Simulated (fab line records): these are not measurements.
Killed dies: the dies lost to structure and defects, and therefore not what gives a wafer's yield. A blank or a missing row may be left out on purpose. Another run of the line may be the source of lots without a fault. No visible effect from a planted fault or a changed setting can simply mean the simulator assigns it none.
Which tool is to blame? -- flow n5_finfet -- 24 lots with 72 wafers sampled at 6 steps, on a route of 1938 steps

## WHAT EACH GAUGE READ, for each wafer
The record lacks any reading of a measuring or inspecting step that a usual standard deviation could be used to judge.

## WHICH TOOL RAN EACH LOT (tool, then ch and the chambers of the sampled wafers, then the start)
lot,N5_BEOL_M2_ANNEAL_49,N5_BEOL_M2_CMP_52,N5_BEOL_M2_CO_CAP_55,N5_BEOL_M3_ETCH_70,N5_BEOL_M3_PRE_CLEAN_45,N5_BEOL_M3_ALD_84
L074,"pvd_sputter-01, day 7 23:23","cmp-02 ch 0,3, day 8 01:36","cvd_co-02 ch 0,1, day 8 01:56","rie_diel-05 ch 0,1,2, day 8 06:05","pvd_sputter-01, day 8 07:26","ald_metal-02 ch 0,1, day 8 07:31"
L075,"pvd_sputter-03, day 8 04:13","cmp-02 ch 0,1, day 8 06:23","cvd_co-01 ch 0,1, day 8 06:45","rie_diel-02 ch 0,2,3, day 8 09:40","pvd_sputter-01, day 8 10:37","ald_metal-04 ch 0,1,3, day 8 10:41"
L078,"pvd_sputter-01, day 8 04:37","cmp-02 ch 2,3, day 8 06:48","cvd_co-01 ch 1,2, day 8 07:10","rie_diel-02 ch 0,1,3, day 8 13:03","pvd_sputter-03, day 8 13:39","ald_metal-02 ch 0,1,2, day 8 13:43"
L076,"pvd_sputter-02, day 8 04:43","cmp-01 ch 0,3, day 8 06:59","cvd_co-02 ch 0,1, day 8 07:21","rie_diel-05 ch 0,1, day 8 13:07","pvd_sputter-01, day 8 13:45","ald_metal-04 ch 0,3, day 8 13:52"
L077,"pvd_sputter-03, day 8 08:07","cmp-03 ch 0,1,3, day 8 10:17","cvd_co-02 ch 0,1,2, day 8 10:39","rie_diel-02 ch 1,2,3, day 8 15:45","pvd_sputter-03, day 8 16:34","ald_metal-02 ch 1,2,3, day 8 16:39"
L080,"pvd_sputter-01, day 8 08:49","cmp-02 ch 0,1, day 8 11:01","cvd_co-01 ch 0,2, day 8 11:23","rie_diel-04 ch 1,2, day 8 15:47","pvd_sputter-01, day 8 16:37","ald_metal-01 ch 1,2,3, day 8 16:41"
L079,"pvd_sputter-03, day 8 09:57","cmp-02 ch 0,1,3, day 8 12:27","cvd_co-02 ch 0,1,2, day 8 12:47","rie_diel-05 ch 0,1,3, day 8 15:58","pvd_sputter-03, day 8 16:49","ald_metal-02 ch 0,1,3, day 8 16:52"
L081,"pvd_sputter-02, day 8 11:18","cmp-02 ch 0,3, day 8 13:29","cvd_co-01 ch 0,1,2, day 8 13:52","rie_diel-04 ch 0,3, day 8 19:32","pvd_sputter-01, day 8 20:30","ald_metal-04 ch 0,1,3, day 8 20:36"
L082,"pvd_sputter-02, day 8 21:07","cmp-02 ch 1,2, day 8 23:26","cvd_co-01 ch 0,1, day 8 23:48","rie_diel-05 ch 1,3, day 9 15:11","pvd_sputter-02, day 9 16:05","ald_metal-02 ch 2,3, day 9 16:09"
L083,"pvd_sputter-02, day 9 03:17","cmp-01 ch 0,1,3, day 9 05:28","cvd_co-01 ch 0,1,2, day 9 05:50","rie_diel-02 ch 0,1,3, day 9 15:02","pvd_sputter-03, day 9 15:53","ald_metal-04 ch 0,1,2, day 9 15:57"
L084,"pvd_sputter-01, day 9 13:44","cmp-02 ch 0,2, day 9 15:56","cvd_co-01 ch 0,1,2, day 9 16:17","rie_diel-02 ch 0,1, day 10 02:35","pvd_sputter-03, day 10 03:41","ald_metal-02 ch 0,3, day 10 03:46"
L085,"pvd_sputter-03, day 10 01:20","cmp-02 ch 2,3, day 10 03:46","cvd_co-01 ch 0,1, day 10 04:08","rie_diel-02 ch 1,2, day 10 14:56","pvd_sputter-02, day 10 15:50","ald_metal-02 ch 0,1,3, day 10 15:56"
L086,"pvd_sputter-02, day 10 07:20","cmp-02 ch 1,2, day 10 09:33","cvd_co-02 ch 0,1,2, day 10 09:55","rie_diel-02 ch 0,3, day 10 18:47","pvd_sputter-03, day 10 19:32","ald_metal-01 ch 2,3, day 10 19:35"
L088,"pvd_sputter-03, day 10 20:02","cmp-02 ch 0,3, day 10 22:15","cvd_co-02 ch 0,1,2, day 10 22:35","rie_diel-04 ch 1,2,3, day 11 01:25","pvd_sputter-01, day 11 02:11","ald_metal-02 ch 0,1,2, day 11 02:15"
L087,"pvd_sputter-02, day 10 23:24","cmp-01 ch 0,2,3, day 11 01:39","cvd_co-01 ch 0,1,2, day 11 01:56","rie_diel-04 ch 2,3, day 11 12:14","pvd_sputter-01, day 11 13:09","ald_metal-01 ch 1,2,3, day 11 13:26"
L089,"pvd_sputter-01, day 10 23:27","cmp-01 ch 1,3, day 11 01:50","cvd_co-02 ch 0,1,2, day 11 02:10","rie_diel-05 ch 1,2,3, day 11 12:21","pvd_sputter-03, day 11 13:14","ald_metal-02 ch 0,1,3, day 11 13:36"
L090,"pvd_sputter-02, day 11 01:28","cmp-01 ch 0,2,3, day 11 03:38","cvd_co-02 ch 0,1,2, day 11 04:00","rie_diel-02 ch 1,2,3, day 11 19:01","pvd_sputter-01, day 11 19:48","ald_metal-02 ch 1,2,3, day 11 19:53"
L092,"pvd_sputter-01, day 11 02:47","cmp-02 ch 0,1,3, day 11 05:32","cvd_co-01 ch 0,1, day 11 05:54","rie_diel-02 ch 0,3, day 11 12:14","pvd_sputter-03, day 11 13:09","ald_metal-02 ch 0,1,2, day 11 13:24"
L091,"pvd_sputter-02, day 11 04:43","cmp-02 ch 0,1,3, day 11 07:02","cvd_co-01 ch 1,2, day 11 07:25","rie_diel-04 ch 0,3, day 11 19:30","pvd_sputter-01, day 11 20:37","ald_metal-04 ch 0,1,2, day 11 20:55"
L093,"pvd_sputter-03, day 11 13:56","cmp-02 ch 1,2, day 11 16:07","cvd_co-01 ch 0,1,2, day 11 16:29","rie_diel-05 ch 0,1,3, day 12 02:44","pvd_sputter-01, day 12 04:17","ald_metal-01 ch 0,1,3, day 12 04:21"
L094,"pvd_sputter-01, day 11 17:16","cmp-01 ch 1,2, day 11 19:50","cvd_co-01 ch 0,1,2, day 11 20:15","rie_diel-04 ch 0,3, day 12 03:37","pvd_sputter-02, day 12 04:28","ald_metal-02 ch 0,3, day 12 04:33"
L096,"pvd_sputter-02, day 12 05:45","cmp-03 ch 0,3, day 12 07:55","cvd_co-02 ch 0,2, day 12 08:21","rie_diel-02 ch 1,2, day 12 22:05","pvd_sputter-02, day 12 23:25","ald_metal-02 ch 1,2,3, day 12 23:28"
L095,"pvd_sputter-02, day 12 19:10","cmp-01 ch 1,2,3, day 12 21:21","cvd_co-02 ch 0,1,2, day 12 21:43","rie_diel-02 ch 1,2,3, day 13 08:41","pvd_sputter-02, day 13 09:17","ald_metal-01 ch 0,2,3, day 13 09:20"
L097,"pvd_sputter-01, day 13 06:29","cmp-02 ch 0,1,3, day 13 08:41","cvd_co-02 ch 0,1, day 13 09:03","rie_diel-04 ch 2,3, day 13 17:23","pvd_sputter-02, day 13 18:06","ald_metal-04 ch 0,2,3, day 13 18:12"
- N5_BEOL_M2_ANNEAL_49: time 240 s.
- N5_BEOL_M2_CMP_52: polishes, stops on SiOC, t overpolish 6.8 s, target thk 40 nm.
- N5_BEOL_M2_CO_CAP_55: material Co, precursor CCTBA/H2, target thk 2 nm, time 102.1 s.
- N5_BEOL_M3_ETCH_70: etches SOC in N2/H2, target depth 80 nm, overetch 16 nm, time 120 s.
- N5_BEOL_M3_PRE_CLEAN_45: time 30 s.
- N5_BEOL_M3_ALD_84: deposits TaN, pulse time 2 s, purge time 3 s, co reactant purge time 2 s.

## AS READ BY THE TOOLS THEMSELVES (means over the sampled wafers that have a number; for cases with no such wafer, the mark the record gives instead)
N5_BEOL_M2_ANNEAL_49. Usual: heater_power_w at 854 W, with a standard deviation of 120.
lot,tool,heater_power_w (W),flag
L074,pvd_sputter-01,786,
L075,pvd_sputter-03,822,
L078,pvd_sputter-01,916,
L076,pvd_sputter-02,792,
L077,pvd_sputter-03,805,
L080,pvd_sputter-01,949,
L079,pvd_sputter-03,863,
L081,pvd_sputter-02,929,
L082,pvd_sputter-02,896,
L083,pvd_sputter-02,892,
L084,pvd_sputter-01,924,
L085,pvd_sputter-03,803,
L086,pvd_sputter-02,876,
L088,pvd_sputter-03,773,
L087,pvd_sputter-02,880,
L089,pvd_sputter-01,936,
L090,pvd_sputter-02,754,
L092,pvd_sputter-01,826,
L091,pvd_sputter-02,817,
L093,pvd_sputter-03,790,
L094,pvd_sputter-01,1044,
L096,pvd_sputter-02,819,
L095,pvd_sputter-02,831,
L097,pvd_sputter-01,927,

N5_BEOL_M2_CMP_52. Usual: barrier_field_endpoint_s 24.8 s, standard deviation 0.68; motor_current_A 6.2 A, standard deviation 0.59; overpolish_run_s 6.801 s, standard deviation 0.01; time_to_endpoint_s 64 s, standard deviation 3.7.
lot,tool,barrier_field_endpoint_s (s),motor_current_A (A),overpolish_run_s (s),time_to_endpoint_s (s),flag
L074,cmp-02,24.9,5.4,6.797,64,
L075,cmp-02,24.7,6.4,6.803,63,
L078,cmp-02,24.3,5.8,6.808,68,
L076,cmp-01,25.5,5.9,6.803,65,
L077,cmp-03,24.3,6.1,6.795,56,
L080,cmp-02,24.8,6.8,6.795,62,
L079,cmp-02,24.9,5.9,6.800,64,
L081,cmp-02,24.8,5.5,6.807,66,
L082,cmp-02,25.4,6.9,6.794,66,
L083,cmp-01,24.5,6.2,6.803,65,
L084,cmp-02,25.0,6.4,6.807,63,
L085,cmp-02,25.2,5.7,6.783,65,
L086,cmp-02,24.7,6.5,6.803,66,
L088,cmp-02,24.3,5.4,6.802,65,
L087,cmp-01,24.9,6.1,6.806,61,
L089,cmp-01,25.1,6.1,6.792,65,
L090,cmp-01,24.9,6.2,6.816,63,
L092,cmp-02,24.3,6.0,6.805,63,
L091,cmp-02,24.9,6.3,6.808,62,
L093,cmp-02,24.8,7.0,6.811,63,
L094,cmp-01,25.0,6.3,6.805,63,
L096,cmp-03,23.8,5.5,6.801,59,
L095,cmp-01,25.2,6.4,6.791,64,
L097,cmp-02,24.5,6.0,6.796,62,

N5_BEOL_M2_CO_CAP_55. Usual: heater_power_w at 253 W, with a standard deviation of 12.
lot,tool,heater_power_w (W),flag
L074,cvd_co-02,250,
L075,cvd_co-01,256,
L078,cvd_co-01,244,
L076,cvd_co-02,248,
L077,cvd_co-02,251,
L080,cvd_co-01,267,
L079,cvd_co-02,249,
L081,cvd_co-01,258,
L082,cvd_co-01,262,
L083,cvd_co-01,253,
L084,cvd_co-01,257,
L085,cvd_co-01,271,
L086,cvd_co-02,249,
L088,cvd_co-02,250,
L087,cvd_co-01,257,
L089,cvd_co-02,250,
L090,cvd_co-02,247,
L092,cvd_co-01,254,
L091,cvd_co-01,248,
L093,cvd_co-01,261,
L094,cvd_co-01,258,
L096,cvd_co-02,248,
L095,cvd_co-02,251,
L097,cvd_co-02,250,

N5_BEOL_M3_ETCH_70. Usual: drypump_motor_current_A 5.6 A, standard deviation 0.44; oes_product_au 0.61 a.u., standard deviation 0.071; rf_vpp_V 524.7 V, standard deviation 2.3; showerhead_plenum_p_Torr 2.58 Torr, standard deviation 0.082; throttle_valve_pct 17.9 %, standard deviation 0.34.
lot,tool,drypump_motor_current_A (A),oes_product_au (a.u.),rf_vpp_V (V),showerhead_plenum_p_Torr (Torr),throttle_valve_pct (%),flag
L074,rie_diel-05,5.9,0.60,523.8,2.55,17.9,
L075,rie_diel-02,5.7,0.59,524.7,2.58,18.0,
L078,rie_diel-02,5.8,0.60,526.1,2.63,18.0,
L076,rie_diel-05,6.1,0.55,524.6,2.59,18.1,
L077,rie_diel-02,5.6,0.59,524.6,2.63,18.0,
L080,rie_diel-04,5.8,0.55,522.2,2.47,18.0,
L079,rie_diel-05,5.8,0.54,523.7,2.56,18.2,
L081,rie_diel-04,5.1,0.69,526.2,2.62,17.2,
L082,rie_diel-05,5.4,0.53,523.7,2.53,18.2,
L083,rie_diel-02,5.7,0.60,525.3,2.63,18.0,
L084,rie_diel-02,6.0,0.56,525.0,2.56,18.1,
L085,rie_diel-02,5.8,0.68,524.1,2.55,18.0,
L086,rie_diel-02,5.6,0.62,527.3,2.65,17.9,
L088,rie_diel-04,5.4,0.59,523.9,2.52,17.7,
L087,rie_diel-04,4.9,0.62,524.9,2.57,17.6,
L089,rie_diel-05,5.5,0.65,522.7,2.51,17.9,
L090,rie_diel-02,5.7,0.64,525.7,2.62,18.0,
L092,rie_diel-02,5.6,0.63,526.8,2.64,17.9,
L091,rie_diel-04,5.1,0.67,526.0,2.61,17.3,
L093,rie_diel-05,5.8,0.60,524.7,2.55,18.1,
L094,rie_diel-04,5.2,0.67,526.7,2.64,17.3,
L096,rie_diel-02,5.8,0.60,525.2,2.59,18.1,
L095,rie_diel-02,5.6,0.62,525.3,2.61,18.0,
L097,rie_diel-04,5.0,0.62,524.0,2.57,17.5,

N5_BEOL_M3_PRE_CLEAN_45. Usual: heater_power_w at 342 W, with a standard deviation of 48.
lot,tool,heater_power_w (W),flag
L074,pvd_sputter-01,366,
L075,pvd_sputter-01,352,
L078,pvd_sputter-03,327,
L076,pvd_sputter-01,385,
L077,pvd_sputter-03,332,
L080,pvd_sputter-01,385,
L079,pvd_sputter-03,331,
L081,pvd_sputter-01,400,
L082,pvd_sputter-02,353,
L083,pvd_sputter-03,309,
L084,pvd_sputter-03,322,
L085,pvd_sputter-02,290,
L086,pvd_sputter-03,307,
L088,pvd_sputter-01,365,
L087,pvd_sputter-01,351,
L089,pvd_sputter-03,311,
L090,pvd_sputter-01,385,
L092,pvd_sputter-03,308,
L091,pvd_sputter-01,373,
L093,pvd_sputter-01,362,
L094,pvd_sputter-02,290,
L096,pvd_sputter-02,299,
L095,pvd_sputter-02,317,
L097,pvd_sputter-02,347,

N5_BEOL_M3_ALD_84. Usual: heater_power_w at 445 W, with a standard deviation of 55.
lot,tool,heater_power_w (W),flag
L074,ald_metal-02,535,
L075,ald_metal-04,416,
L078,ald_metal-02,494,
L076,ald_metal-04,400,
L077,ald_metal-02,449,
L080,ald_metal-01,427,
L079,ald_metal-02,479,
L081,ald_metal-04,420,
L082,ald_metal-02,396,
L083,ald_metal-04,438,
L084,ald_metal-02,464,
L085,ald_metal-02,473,
L086,ald_metal-01,430,
L088,ald_metal-02,475,
L087,ald_metal-01,433,
L089,ald_metal-02,480,
L090,ald_metal-02,448,
L092,ald_metal-02,486,
L091,ald_metal-04,433,
L093,ald_metal-01,408,
L094,ald_metal-02,455,
L096,ald_metal-02,446,
L095,ald_metal-01,407,
L097,ald_metal-04,427,

## THE ANSWER, worked out from the rows above alone
Rule: a lot is off if the mean of its wafers that have a number lies more than 3 standard deviations from the usual mean. Also off: a lot with no number at a reading for which 4 or more lots have one. Where the step has rows for the other lots, those lots are counted as sound. Order of review: gauges by route order, followed by the tools' own readings, for which a lot's mean as printed above is used. At the first step where some lot is off, the reading lying furthest off is the one used; lots without a number count as furthest.
No lot is off at any reading shown: from this, nothing can be told.

## WHAT THE SIMULATOR PUT IN
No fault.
